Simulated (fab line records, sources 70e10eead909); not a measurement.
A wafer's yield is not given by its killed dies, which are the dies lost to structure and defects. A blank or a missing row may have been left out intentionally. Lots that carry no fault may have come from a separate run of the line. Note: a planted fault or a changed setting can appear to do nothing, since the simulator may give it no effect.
Which tool was responsible? / flow nandHarc / Sampling: 6 lots, 18 wafers, 5 of 1302 route steps

## WHAT THE GAUGES READ, wafer by wafer
NHARC_END_SORT_01.
lot=L558; measured=day 28 16:45; on=prober-01; killedAtArray=41 128 42

## WHICH TOOL RAN EACH LOT (tool, then ch and the chambers of the sampled wafers, then the start)
lot=L548; NHARC_A_CONTACT_ETCH_120=harCapEtch-02 ch 0,1, day 22 04:12; NHARC_THIN_TSV_ETCH_44=rieDiel-10 ch 0,3, day 24 07:52; NHARC_THIN_TSV_DEP_47=pecvd-04 ch 0,2, day 24 09:35; NHARC_THIN_TSV_PVD_19=pvdSputter-01, no start
lot=L555; NHARC_A_CONTACT_ETCH_120=harCapEtch-01 ch 0,1, day 24 02:32; NHARC_THIN_TSV_ETCH_44=rieDiel-13 ch 0,2, day 26 10:30; NHARC_THIN_TSV_DEP_47=pecvd-04 ch 2, day 26 12:12; NHARC_THIN_TSV_PVD_19=pvdSputter-01, no start
lot=L558; NHARC_A_CONTACT_ETCH_120=harCapEtch-01 ch 0,1, day 25 21:22; NHARC_THIN_TSV_ETCH_44=rieDiel-12 ch 1,2,3, day 28 00:33; NHARC_THIN_TSV_DEP_47=pecvd-03 ch 0,1, day 28 02:07; NHARC_THIN_TSV_PVD_19=pvdSputter-03, day 28 16:45 or earlier
lot=L560; NHARC_A_CONTACT_ETCH_120=harCapEtch-03 ch 0,1, day 26 16:41; NHARC_THIN_TSV_ETCH_44=rieDiel-10 ch 0,1,3, day 28 17:59; NHARC_THIN_TSV_DEP_47=pecvd-02 ch 1,2, day 28 23:54; NHARC_THIN_TSV_PVD_19=pvdSputter-03, no start
lot=L568; NHARC_A_CONTACT_ETCH_120=harCapEtch-01 ch 0,1, day 30 00:43; NHARC_THIN_TSV_ETCH_44=rieDiel-12 ch 0,3, day 32 12:05; NHARC_THIN_TSV_DEP_47=pecvd-03 ch 0,2, day 32 14:01; NHARC_THIN_TSV_PVD_19=pvdSputter-03, no start
lot=L571; NHARC_A_CONTACT_ETCH_120=harCapEtch-01 ch 0,1, day 30 16:34; NHARC_THIN_TSV_ETCH_44=rieDiel-10 ch 0,2, day 32 19:34; NHARC_THIN_TSV_DEP_47=pecvd-03 ch 0,1,2, day 32 21:28; NHARC_THIN_TSV_PVD_19=pvdSputter-02, no start
- NHARC_A_CONTACT_ETCH_120: etches the open film in C4F8/O2/Ar, time 190 s, target depth 1850 nm.
- NHARC_THIN_TSV_ETCH_44: etches the open film in CF4/O2, target depth 1594.2 nm, time 797.1 s.
- NHARC_THIN_TSV_DEP_47: deposits SiO2, target thk 200 nm.
- NHARC_THIN_TSV_PVD_19: deposits TaN, target thk 20 nm.

## THE ANSWER, worked out from the rows above alone
Rule: what is usual is taken from the lots themselves. The widest of any qualifying gaps counts: lots, ordered by their means at a reading, are off when they make up no more than a third of the lots, leave a main group of 4 or more, and stand apart from it by 3 or more times the standard deviation of that group's means. If all means in a main group match to the digits the tables above print for the reading, that group is not used. A lot without any number at a reading at which 4 lots or more have one is off too. The other lots that the step has rows for count as sound.
None of the lots is off at any reading shown; this tells nothing.

## WHAT THE SIMULATOR HAD INSERTED
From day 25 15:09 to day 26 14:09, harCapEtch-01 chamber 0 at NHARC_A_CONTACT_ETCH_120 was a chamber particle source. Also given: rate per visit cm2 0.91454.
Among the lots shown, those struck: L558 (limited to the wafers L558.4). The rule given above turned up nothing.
